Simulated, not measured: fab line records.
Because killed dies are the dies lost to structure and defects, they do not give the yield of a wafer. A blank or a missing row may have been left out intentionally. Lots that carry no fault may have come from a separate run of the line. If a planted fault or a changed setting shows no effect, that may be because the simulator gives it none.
Which tool is to blame? :: flow nand_harc :: Sampling: 14 lots, 42 wafers, 4 of 1302 route steps

== WHAT THE GAUGES SHOWED, per wafer ==
NHARC_A_BONDPAD_THK_MEAS_20: measures by xrf.
lot: L989
measured: day 23 14:46
on: film_metro-02
thk_nm (nm): 170.3 168.6 165.4

lot: L988
measured: day 23 14:04
on: film_metro-01
thk_nm (nm): 168.8 170.3 167.7

lot: L990
measured: day 24 09:02
on: film_metro-01
thk_nm (nm): 166.0 170.7 170.5

lot: L991
measured: day 24 08:00
on: film_metro-01
thk_nm (nm): 166.9 169.7 170.1

lot: L992
measured: day 25 01:58
on: film_metro-01
thk_nm (nm): 168.6 169.6 167.5

lot: L995
measured: day 25 22:02
on: film_metro-01
thk_nm (nm): 169.6 167.9 171.3

lot: L994
measured: day 25 15:40
on: film_metro-01
thk_nm (nm): 170.2 168.7 170.3

lot: L993
measured: day 25 23:45
on: film_metro-01
thk_nm (nm): 169.0 169.3 168.1

lot: L996
measured: day 26 11:59
on: film_metro-02
thk_nm (nm): 169.2 170.1 171.4

lot: L100
measured: day 27 23:55
on: film_metro-02
thk_nm (nm): 170.8 171.2 170.2

lot: L101
measured: day 29 10:08
on: film_metro-02
thk_nm (nm): 171.6 170.5 171.0

lot: L102
measured: day 29 01:46
on: film_metro-02
thk_nm (nm): 172.0 168.4 169.9

lot: L111
measured: day 32 22:37
on: film_metro-02
thk_nm (nm): 171.6 170.6 172.5

lot: L110
measured: day 32 21:38
on: film_metro-01
thk_nm (nm): 169.7 169.0 169.6

NHARC_END_SORT_01.
lot: L100
measured: day 29 04:52
on: prober-01
killed_at_array: 72 270 62
killed_at_other: 1 0 1
killed_at_periphery: 5 2 2
killed_dies: 78 272 65
killed_open: 4 2 4
killed_short: 5 1 3

lot: L101
measured: day 30 18:44
on: prober-02
killed_at_array: 53 239 51
killed_at_other: 0 0 0
killed_at_periphery: 5 2 3
killed_dies: 58 241 54
killed_open: 4 1 0
killed_short: 1 3 1

== WHAT TOOL EACH LOT RAN ON (gives the tool, then ch and the chambers of the sampled wafers, and finally the start) ==
lot: L989
NHARC_A_STAIRCASE_CMP_450: cmp-03 ch 0,1,3, day 19 01:24
NHARC_THIN_TSV_CMP_21: cmp-03 ch 0,1,3, day 24 07:07

lot: L988
NHARC_A_STAIRCASE_CMP_450: cmp-03 ch 1,2,3, day 19 01:40
NHARC_THIN_TSV_CMP_21: cmp-03 ch 1,3, day 24 07:56

lot: L990
NHARC_A_STAIRCASE_CMP_450: cmp-03 ch 0,1, day 20 08:42
NHARC_THIN_TSV_CMP_21: cmp-02 ch 0,3, day 25 00:52

lot: L991
NHARC_A_STAIRCASE_CMP_450: cmp-01 ch 0,1, day 20 08:43
NHARC_THIN_TSV_CMP_21: cmp-03 ch 2,3, day 25 01:59

lot: L992
NHARC_A_STAIRCASE_CMP_450: cmp-02 ch 1,2, day 20 17:46
NHARC_THIN_TSV_CMP_21: cmp-02 ch 2,3, day 25 21:23

lot: L995
NHARC_A_STAIRCASE_CMP_450: cmp-03 ch 0,1,2, day 21 14:11
NHARC_THIN_TSV_CMP_21: cmp-02 ch 0,1, day 26 17:47

lot: L994
NHARC_A_STAIRCASE_CMP_450: cmp-02 ch 2,3, day 21 14:29
NHARC_THIN_TSV_CMP_21: cmp-02 ch 0,2,3, day 26 08:10

lot: L993
NHARC_A_STAIRCASE_CMP_450: cmp-01 ch 1,2,3, day 21 15:59
NHARC_THIN_TSV_CMP_21: cmp-03 ch 0,1,2, day 26 16:33

lot: L996
NHARC_A_STAIRCASE_CMP_450: cmp-02 ch 0,3, day 22 09:05
NHARC_THIN_TSV_CMP_21: cmp-01 ch 0,1,3, day 27 05:19

lot: L100
NHARC_A_STAIRCASE_CMP_450: cmp-02 ch 0,1,2, day 23 21:27
NHARC_THIN_TSV_CMP_21: cmp-01 ch 0,1,2, day 28 17:29

lot: L101
NHARC_A_STAIRCASE_CMP_450: cmp-02 ch 0,1,2, day 25 04:07
NHARC_THIN_TSV_CMP_21: cmp-01 ch 0,3, day 30 07:53

lot: L102
NHARC_A_STAIRCASE_CMP_450: cmp-03 ch 0,2, day 25 04:22
NHARC_THIN_TSV_CMP_21: cmp-02 ch 0,2,3, day 29 22:13

lot: L111
NHARC_A_STAIRCASE_CMP_450: cmp-01 ch 0,1,2, day 28 20:02
NHARC_THIN_TSV_CMP_21: cmp-03 ch 1,2,3, day 33 14:46

lot: L110
NHARC_A_STAIRCASE_CMP_450: cmp-03 ch 0,2, day 28 20:04
NHARC_THIN_TSV_CMP_21: cmp-02 ch 1,2, day 33 15:55
- NHARC_A_STAIRCASE_CMP_450: polishes SiO2, target thk 200 nm.
- NHARC_THIN_TSV_CMP_21: polishes, t overpolish 30 s, target thk 2000 nm.

== AS READ BY THE TOOLS THEMSELVES (means over the sampled wafers that have a number; for cases with no such wafer, the mark the record gives instead) ==
NHARC_A_STAIRCASE_CMP_450.
lot: L989
tool: cmp-03
edge_zone_pressure_frac: 1.002
motor_current_A (A): 12.7

lot: L988
tool: cmp-03
edge_zone_pressure_frac: 0.999
motor_current_A (A): 12.2

lot: L990
tool: cmp-03
edge_zone_pressure_frac: 0.997
motor_current_A (A): 13.1

lot: L991
tool: cmp-01
edge_zone_pressure_frac: 0.995
motor_current_A (A): 13.3

lot: L992
tool: cmp-02
edge_zone_pressure_frac: 0.994
motor_current_A (A): 12.3

lot: L995
tool: cmp-03
edge_zone_pressure_frac: 0.999
motor_current_A (A): 12.4

lot: L994
tool: cmp-02
edge_zone_pressure_frac: 1.001
motor_current_A (A): 11.4

lot: L993
tool: cmp-01
edge_zone_pressure_frac: 0.999
motor_current_A (A): 13.0

lot: L996
tool: cmp-02
edge_zone_pressure_frac: 1.002
motor_current_A (A): 10.7

lot: L100
tool: cmp-02
edge_zone_pressure_frac: 1.002
motor_current_A (A): 11.9

lot: L101
tool: cmp-02
edge_zone_pressure_frac: 1.007
motor_current_A (A): 12.0

lot: L102
tool: cmp-03
edge_zone_pressure_frac: 0.997
motor_current_A (A): 11.4

lot: L111
tool: cmp-01
edge_zone_pressure_frac: 0.998
motor_current_A (A): 13.6

lot: L110
tool: cmp-03
edge_zone_pressure_frac: 1.003
motor_current_A (A): 11.1

NHARC_THIN_TSV_CMP_21.
lot: L989
tool: cmp-03
edge_zone_pressure_frac: 0.998
motor_current_A (A): 13.2
overpolish_run_s (s): 30.004

lot: L988
tool: cmp-03
edge_zone_pressure_frac: 0.997
motor_current_A (A): 14.1
overpolish_run_s (s): 29.997

lot: L990
tool: cmp-02
edge_zone_pressure_frac: 0.996
motor_current_A (A): 10.8
overpolish_run_s (s): 29.994

lot: L991
tool: cmp-03
edge_zone_pressure_frac: 1.001
motor_current_A (A): 11.6
overpolish_run_s (s): 30.011

lot: L992
tool: cmp-02
edge_zone_pressure_frac: 0.998
motor_current_A (A): 12.0
overpolish_run_s (s): 30.001

lot: L995
tool: cmp-02
edge_zone_pressure_frac: 1.002
motor_current_A (A): 11.3
overpolish_run_s (s): 30.004

lot: L994
tool: cmp-02
edge_zone_pressure_frac: 1.002
motor_current_A (A): 11.3
overpolish_run_s (s): 30.001

lot: L993
tool: cmp-03
edge_zone_pressure_frac: 0.997
motor_current_A (A): 12.3
overpolish_run_s (s): 30.001

lot: L996
tool: cmp-01
edge_zone_pressure_frac: 1.006
motor_current_A (A): 12.6
overpolish_run_s (s): 30.001

lot: L100
tool: cmp-01
edge_zone_pressure_frac: 1.002
motor_current_A (A): 13.2
overpolish_run_s (s): 30.005

lot: L101
tool: cmp-01
edge_zone_pressure_frac: 0.994
motor_current_A (A): 11.6
overpolish_run_s (s): 30.004

lot: L102
tool: cmp-02
edge_zone_pressure_frac: 1.000
motor_current_A (A): 11.3
overpolish_run_s (s): 29.998

lot: L111
tool: cmp-03
edge_zone_pressure_frac: 0.995
motor_current_A (A): 12.4
overpolish_run_s (s): 29.997

lot: L110
tool: cmp-02
edge_zone_pressure_frac: 1.001
motor_current_A (A): 12.2
overpolish_run_s (s): 30.000

== THE ANSWER, worked out from the rows above alone ==
Rule: the lots themselves supply what counts as usual. Put in order of their means at a reading, lots are off if they are a third of the lots or fewer, leave a main group of 4 or more, and stand apart from it by a gap of 3 or more times the standard deviation of the main group's means; of several such gaps the widest counts. A main group whose means are all the same, to the digits that the tables above print for the reading, isn't used. Also off: a lot with no number at a reading for which 4 or more lots have one. Where the step has rows for the other lots, those lots are counted as sound. First the gauges in route order, then the tools' own readings, where a lot's mean is used as printed above. The first step at which some lot is off is used, and at that step the reading that is off furthest; a lot without a number counts as furthest.
Across all readings shown, no lot is off: no conclusion can be drawn from this.

== WHAT THE SIMULATOR HAD PUT IN ==
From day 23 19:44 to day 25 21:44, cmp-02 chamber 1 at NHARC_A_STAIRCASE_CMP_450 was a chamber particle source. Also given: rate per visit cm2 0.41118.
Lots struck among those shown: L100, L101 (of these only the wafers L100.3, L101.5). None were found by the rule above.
